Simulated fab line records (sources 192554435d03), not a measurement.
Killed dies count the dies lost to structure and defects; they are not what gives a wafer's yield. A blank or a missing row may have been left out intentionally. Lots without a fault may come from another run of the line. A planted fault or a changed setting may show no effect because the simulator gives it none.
fab line records + flow n5_finfet
record
- lots=7
- wafers=21
route steps=1938 shown PASSIVATION@1922
start_h: the number of hours between the record's first day and the start of the first shown wafer of the lot + wait_h: time in hours since the lot's previous step + " the same as in the row above + L1.1+2: a single row standing in for several wafers + - no value, or no start given + * or withheld: withheld + < > ~ a bound
route shown NAME@n: NAME is a module with steps in the file, n the number in the route of the first one + usual: mean and standard deviation over wafers with no fault + same: alike in all rows + chamber/n: place in a boat + sites: the reading at each site + _std_site: the values' standard deviation + _edge_site: inner sites' mean taken away from outer sites' mean + radius_mm: for every site, how far away it sits from the centre of the wafer + mask NAME#n: copy n + behind: the last tool/chamber to shape the wafer + hold: why the lot was held/for how many hours/how that ended + device: names the non-switching transistor (n, p or np) + end of line: tests of these same wafers at the route's end + where a step has no rows: the recipe by itself + killed: count of dies lost to structure and defects at first sort (not the wafer's yield) + map: a wafer's dies, marking killed ones x, the rest . and places with no die _
set.NAME: setting as actually run; set.NAME@STEP: the setting as run at that earlier step + model.NAME: the simulator's own value behind a step, which no gauge read
one table per step and one row per wafer, for lots whose settings were changed on purpose
## steps
# step N5_PASSIVATION_PEB_42
# recipe
- peb_temp_c=withheld
- peb_time_s=*
| lot.wafer  | tool           | chamber | start_h | wait_h | set.peb_time_s |
|------------|----------------|---------|---------|--------|----------------|
| L077.4+6   | litho_track-04 | 0       | 346.30  | 0.0    | *              |
| L077.5     | "              | 0       | "       | "      | *              |
| L082.3+4+5 | litho_track-05 | 0       | 391.87  | 0.0    | *              |
| L084.2+4   | litho_track-05 | 0       | 403.41  | 0.0    | *              |
| L084.5     | "              | 0       | "       | "      | *              |
| L089.2+4+6 | litho_track-01 | 0       | 414.09  | 0.1    | *              |
| L093.1+2   | litho_track-01 | 0       | 455.72  | 0.1    | *              |
| L093.4     | "              | 0       | "       | "      | *              |
| L096.2     | litho_track-04 | 0       | 459.34  | 0.0    | *              |
| L096.5+6   | "              | 0       | "       | "      | *              |
| L097.1+2+5 | litho_track-04 | 0       | 459.82  | 0.1    | *              |
# step N5_PASSIVATION_DEVELOP_43
# recipe
- develop_time_s=60
- rinse_liquid=diw
- dry=air_spin
- dev_temp_c=21
# step N5_PASSIVATION_HARDBAKE_45
# recipe
- temp_c=130
- time_s=120
# step N5_PASSIVATION_SRD_72
# recipe
- dry=ipa_marangoni
- time_s=30
- temp_c=23
- rinse_liquid=diw
# step N5_PASSIVATION_ANNEAL_56
# recipe
- temp_c=400
- time_s=1800
- ambient=FGA
- idle_temp_c=300
- ramp_up_c_per_min=5
- ramp_down_c_per_min=3
# step N5_PASSIVATION_PROBE_49
# usual
- defect_limited_yield=90.9/1.4
- killed_at_M0_to_M3=38/11
- killed_at_M4_up=13/5.9
- killed_at_contacts=14/6.4
- killed_at_front_end=38/11
- killed_at_other=3.3/2.5
- killed_dies=107/16
- killed_open=70/12
- killed_short=35/7.7
- sort_bin_4_leakage=0.00/0.007
- sort_bin_5_function=5.3/0.94
- sort_bin_6_memory=3.5/0.7
- sort_bin_8_speed=0.00/0.007
- sort_n_pass=1073/16
- sort_yield_pct=90.9/1.4
# same
- gross_dies=1180
- killed_at_back_side=0
| lot.wafer | tool      | chamber | start_h | wait_h | set.temp_c@PASSIVATION_PECVD_53 | defect_limited_yield[%] | killed_at_M0_to_M3 | killed_at_M4_up | killed_at_contacts | killed_at_front_end | killed_at_other | killed_dies | killed_open | killed_short | sort_bin_4_leakage[%] | sort_bin_5_function[%] | sort_bin_6_memory[%] | sort_bin_8_speed[%] | sort_n_pass | sort_yield_pct[%] |
|-----------|-----------|---------|---------|--------|---------------------------------|-------------------------|--------------------|-----------------|--------------------|---------------------|-----------------|-------------|-------------|--------------|-----------------------|------------------------|----------------------|---------------------|-------------|-------------------|
| L077.4    | prober-01 | -       | 349.81  | 0.2    | 407.4                           | 90.1                    | 30                 | 9               | 29                 | 46                  | 3               | 117         | 72          | 42           | 0                     | 5.2                    | 4.2                  | 0                   | 1063        | 90.1              |
| L077.5    | prober-01 | -       | 349.86  | 0.2    | 407.4                           | 88.5                    | 30                 | 8               | 27                 | 69                  | 2               | 136         | 91          | 44           | 0                     | 6.4                    | 4.8                  | 0                   | 1044        | 88.5              |
| L077.6    | prober-01 | -       | 349.91  | 0.3    | 400                             | 86.9                    | 35                 | 21              | 27                 | 71                  | 1               | 155         | 94          | 58           | 0                     | 8.1                    | 4.4                  | 0.08                | 1025        | 86.9              |
| L082.3    | prober-01 | -       | 395.22  | 0.1    | 400                             | 86.1                    | 96                 | 15              | 13                 | 37                  | 3               | 164         | 86          | 26           | 0.68                  | 8.3                    | 4.6                  | 0.08                | 1016        | 86.1              |
| L082.4    | prober-01 | -       | 395.27  | 0.2    | 400                             | 91.5                    | 43                 | 17              | 9                  | 28                  | 3               | 100         | 52          | 36           | 0.85                  | 4.2                    | 3.1                  | 0                   | 1080        | 91.5              |
| L082.5    | prober-01 | -       | 395.32  | 0.2    | 408                             | 91.2                    | 44                 | 14              | 11                 | 34                  | 1               | 104         | 70          | 33           | 0                     | 5.0                    | 3.6                  | 0                   | 1076        | 91.2              |
| L084.2    | prober-02 | -       | 406.71  | 0.1    | 400                             | 91.1                    | 39                 | 9               | 9                  | 46                  | 2               | 105         | 55          | 36           | 0                     | 5.5                    | 3.2                  | 0                   | 1075        | 91.1              |
| L084.4    | prober-02 | -       | 406.81  | 0.2    | 400                             | 90.7                    | 41                 | 9               | 12                 | 46                  | 2               | 110         | 69          | 39           | 0                     | 5.3                    | 3.6                  | 0                   | 1070        | 90.7              |
| L084.5    | prober-02 | -       | 406.86  | 0.2    | 400                             | 92.1                    | 43                 | 10              | 6                  | 31                  | 3               | 93          | 60          | 30           | 0                     | 4.0                    | 3.7                  | 0                   | 1087        | 92.1              |
| L089.2    | prober-01 | -       | 417.40  | 0.1    | 416.2                           | 89.4                    | 72                 | 15              | 14                 | 23                  | 1               | 125         | 87          | 36           | 0                     | 5.0                    | 5.1                  | 0                   | 1055        | 89.4              |
| L089.4    | prober-01 | -       | 417.50  | 0.2    | 416.2                           | 89.3                    | 64                 | 15              | 11                 | 30                  | 6               | 126         | 84          | 41           | 0                     | 6.6                    | 3.8                  | 0                   | 1054        | 89.3              |
| L089.6    | prober-01 | -       | 417.60  | 0.3    | 400                             | 90.5                    | 59                 | 9               | 13                 | 30                  | 1               | 112         | 61          | 38           | 0.93                  | 4.8                    | 3.2                  | 0                   | 1068        | 90.5              |
| L093.1    | prober-01 | -       | 459.10  | 0.0    | 390                             | 80.0                    | 20                 | 16              | 24                 | 41                  | 135             | 236         | 60          | 42           | 0                     | 15.5                   | 4.2                  | 0                   | 944         | 80.0              |
| L093.2    | prober-01 | -       | 459.15  | 0.1    | 390                             | 81.5                    | 21                 | 17              | 12                 | 31                  | 137             | 218         | 56          | 25           | 0                     | 15.4                   | 3.0                  | 0                   | 962         | 81.5              |
| L093.4    | prober-01 | -       | 459.25  | 0.2    | 390                             | 77.6                    | 31                 | 4               | 29                 | 54                  | 146             | 264         | 80          | 37           | 0                     | 18.0                   | 3.4                  | 0                   | 916         | 77.6              |
| L096.2    | prober-01 | -       | 463.96  | 0.1    | 400                             | 90.3                    | 56                 | 6               | 8                  | 39                  | 5               | 114         | 81          | 33           | 0                     | 5.6                    | 3.6                  | 0                   | 1066        | 90.3              |
| L096.5    | prober-01 | -       | 464.11  | 0.2    | 389.1                           | 74.2                    | 51                 | 11              | 16                 | 29                  | 198             | 305         | 82          | 28           | 0                     | 21.9                   | 3.6                  | 0                   | 875         | 74.2              |
| L096.6    | prober-01 | -       | 464.16  | 0.3    | 400                             | 89.1                    | 59                 | 13              | 19                 | 38                  | 0               | 129         | 79          | 36           | 0                     | 7.1                    | 3.2                  | 0                   | 1051        | 89.1              |
| L097.1    | prober-01 | -       | 464.51  | 0.2    | 400                             | 90.1                    | 29                 | 16              | 24                 | 46                  | 2               | 117         | 75          | 42           | 0                     | 5.8                    | 3.9                  | 0                   | 1063        | 90.1              |
| L097.2    | prober-01 | -       | 464.56  | 0.3    | 400                             | 89.0                    | 46                 | 18              | 21                 | 39                  | 6               | 130         | 76          | 52           | 0                     | 5.0                    | 5.4                  | 0                   | 1050        | 89.0              |
| L097.5    | prober-01 | -       | 464.71  | 0.4    | 400                             | 92.1                    | 40                 | 12              | 18                 | 20                  | 3               | 93          | 56          | 36           | 0                     | 5.1                    | 2.7                  | 0                   | 1087        | 92.1              |
# killed by level:class
L077.4 MOL_CONTACT_COAG:geometric_particle:open=21 FIN_SAQP:geometric_particle:short=11 FIN_SAQP:geometric_particle:open=9 MOL_CONTACT_COAG:geometric_particle:short=8 GATE_CUT:geometric_particle:short=6 BEOL_M1:geometric_particle:open=5 BEOL_M1:geometric_particle:short=5 STARTING-WAFER:geometric_particle:open=5
L077.5 FIN_SAQP:geometric_particle:open=25 MOL_CONTACT_COAG:geometric_particle:open=21 FIN_SAQP:geometric_particle:short=18 BEOL_M0_SAQP:geometric_particle:short=12 STI_FIN_REVEAL:geometric_particle:open=10 BEOL_M0_SAQP:geometric_particle:open=7 MOL_CONTACT_COAG:geometric_particle:short=6 GATE_CUT:geometric_particle:open=5
L077.6 FIN_SAQP:geometric_particle:short=27 FIN_SAQP:geometric_particle:open=23 MOL_CONTACT_COAG:geometric_particle:open=21 BEOL_M1:geometric_particle:open=10 BEOL_M0_SAQP:geometric_particle:short=10 STI_FIN_REVEAL:geometric_particle:open=9 MOL_CONTACT_COAG:geometric_particle:short=6 GATE_CUT:geometric_particle:short=5
L082.3 BEOL_M2:area_expose=41 BEOL_M2:geometric_particle:open=13 BEOL_M3:geometric_particle:open=13 MOL_CONTACT_COAG:geometric_particle:open=12 BEOL_M4:geometric_particle:open=8 M1:area_ald=8 DUMMY_GATE:geometric_particle:open=7 STI_FIN_REVEAL:geometric_particle:open=6
L082.4 M1:area_ald=10 BEOL_M0_SAQP:geometric_particle:short=9 BEOL_M3:geometric_particle:open=8 BEOL_M2:geometric_particle:open=7 MOL_CONTACT_COAG:geometric_particle:open=5 BEOL_M5:geometric_particle:open=5 FIN_SAQP:geometric_particle:short=4 MOL_CONTACT_COAG:geometric_particle:short=4
L082.5 BEOL_M3:geometric_particle:open=9 MOL_CONTACT_COAG:geometric_particle:open=9 BEOL_M2:geometric_particle:open=9 BEOL_M0_SAQP:geometric_particle:open=8 FIN_SAQP:geometric_particle:open=7 BEOL_M3:geometric_particle:short=7 GATE_CUT:geometric_particle:short=6 STI_FIN_REVEAL:geometric_particle:open=5
L084.2 BEOL_M3:geometric_particle:open=13 WELL_APT:area_expose=12 FIN_SAQP:geometric_particle:open=6 GATE_CUT:geometric_particle:short=6 BEOL_M0_SAQP:geometric_particle:open=6 MOL_CONTACT_COAG:geometric_particle:open=5 BEOL_M0_SAQP:geometric_particle:short=5 MOL_CONTACT_COAG:geometric_particle:short=4
L084.4 STI_FIN_REVEAL:geometric_particle:open=16 BEOL_M3:geometric_particle:open=14 MOL_CONTACT_COAG:geometric_particle:open=8 FIN_SAQP:geometric_particle:short=7 FIN_SAQP:geometric_particle:open=5 GATE_CUT:geometric_particle:short=5 BEOL_M0:geometric_particle:open=5 BEOL_M3:geometric_particle:short=5
L084.5 BEOL_M0_SAQP:geometric_particle:open=9 BEOL_M0_SAQP:geometric_particle:short=9 STI_FIN_REVEAL:geometric_particle:open=8 BEOL_M2:geometric_particle:open=8 BEOL_M3:geometric_particle:open=7 FIN_SAQP:geometric_particle:open=6 MOL_CONTACT_COAG:geometric_particle:open=5 GATE_CUT:geometric_particle:short=4
L089.2 BEOL_M0_SAQP:geometric_particle:open=14 BEOL_M2:geometric_particle:open=14 BEOL_M0_SAQP:geometric_particle:short=12 MOL_CONTACT_COAG:geometric_particle:open=10 BEOL_M1:geometric_particle:open=10 BEOL_M0:geometric_particle:open=9 FIN_SAQP:geometric_particle:short=4 FIN_SAQP:geometric_particle:open=4
L089.4 BEOL_M0_SAQP:geometric_particle:open=16 BEOL_M3:geometric_particle:open=11 MOL_CONTACT_COAG:geometric_particle:open=9 BEOL_M1:geometric_particle:open=9 BEOL_M2:geometric_particle:open=8 BEOL_M0_SAQP:geometric_particle:short=7 FIN_SAQP:geometric_particle:short=6 BEOL_M3:geometric_particle:short=6
L089.6 BEOL_M0_SAQP:geometric_particle:short=14 BEOL_M1:geometric_particle:open=13 M1:area_ald=11 MOL_CONTACT_COAG:geometric_particle:open=10 BEOL_M0_SAQP:geometric_particle:open=9 FIN_SAQP:geometric_particle:short=6 GATE_CUT:geometric_particle:short=5 BEOL_M3:geometric_particle:open=5
L093.1 PASSIVATION:area_pecvd=128 MOL_CONTACT_COAG:geometric_particle:open=17 FIN_SAQP:geometric_particle:short=8 GATE_CUT:geometric_particle:short=8 FIN_SAQP:geometric_particle:open=7 MOL_CONTACT_COAG:geometric_particle:short=5 BEOL_M2:geometric_particle:open=5 ILD0:geometric_particle:short=4
L093.2 PASSIVATION:area_pecvd=135 BEOL_M4:geometric_particle:open=9 MOL_CONTACT_COAG:geometric_particle:open=8 FIN_SAQP:geometric_particle:short=7 FIN_SAQP:geometric_particle:open=7 BEOL_M0_SAQP:geometric_particle:open=5 BEOL_M0:geometric_particle:open=5 GATE_CUT:geometric_particle:short=4
L093.4 PASSIVATION:area_pecvd=144 MOL_CONTACT_COAG:geometric_particle:open=25 FIN_SAQP:geometric_particle:short=8 FIN_SAQP:geometric_particle:open=8 BEOL_M0_SAQP:geometric_particle:open=8 STI_FIN_REVEAL:geometric_particle:open=7 ILD0:geometric_particle:open=5 GATE_CUT:geometric_particle:short=5
L096.2 BEOL_M1:geometric_particle:open=18 STI_FIN_REVEAL:geometric_particle:open=15 MOL_CONTACT_COAG:geometric_particle:open=8 BEOL_M3:geometric_particle:open=8 BEOL_M0_SAQP:geometric_particle:short=8 BEOL_M0_SAQP:geometric_particle:open=8 BEOL_M2:geometric_particle:open=6 GATE_CUT:geometric_particle:short=6
L096.5 PASSIVATION:area_pecvd=194 BEOL_M1:geometric_particle:open=15 MOL_CONTACT_COAG:geometric_particle:open=12 BEOL_M3:geometric_particle:open=11 STI_FIN_REVEAL:geometric_particle:open=7 BEOL_M2:geometric_particle:open=7 DUMMY_GATE:geometric_particle:open=6 BEOL_M0_SAQP:geometric_particle:short=6
L096.6 STI_FIN_REVEAL:geometric_particle:open=14 MOL_CONTACT_COAG:geometric_particle:open=12 BEOL_M3:geometric_particle:open=12 BEOL_M2:area_expose=12 BEOL_M1:geometric_particle:open=10 MOL_CONTACT_COAG:geometric_particle:short=6 BEOL_M0_SAQP:geometric_particle:open=6 BEOL_M1:geometric_particle:short=6
L097.1 MOL_CONTACT_COAG:geometric_particle:open=23 FIN_SAQP:geometric_particle:short=14 BEOL_M3:geometric_particle:open=9 DUMMY_GATE:geometric_particle:open=8 GATE_CUT:geometric_particle:short=6 BEOL_M0_SAQP:geometric_particle:open=5 BEOL_M4:geometric_particle:short=5 BEOL_M4:geometric_particle:open=5
L097.2 FIN_SAQP:geometric_particle:short=18 MOL_CONTACT_COAG:geometric_particle:open=18 BEOL_M0:geometric_particle:open=12 BEOL_M4:geometric_particle:open=10 BEOL_M0_SAQP:geometric_particle:short=7 FIN_SAQP:geometric_particle:open=5 DUMMY_GATE:geometric_particle:open=5 BEOL_M1:geometric_particle:open=5
L097.5 BEOL_M0_SAQP:geometric_particle:short=13 MOL_CONTACT_COAG:geometric_particle:open=12 BEOL_M0_SAQP:geometric_particle:open=8 MOL_CONTACT_COAG:geometric_particle:short=6 FIN_SAQP:geometric_particle:short=5 BEOL_M0:geometric_particle:open=5 BEOL_M3:geometric_particle:open=5 STI_FIN_REVEAL:geometric_particle:open=4
## key
split
- step=N5_PASSIVATION_PEB_42
- setting=peb_time_s
- stated=*
- by=wafer
response none clear
split outside_this_file step=N5_PASSIVATION_PECVD_53 setting=temp_c
# split outside_this_file: this setting was split too, and the file shows its column; the key of that split is in another file
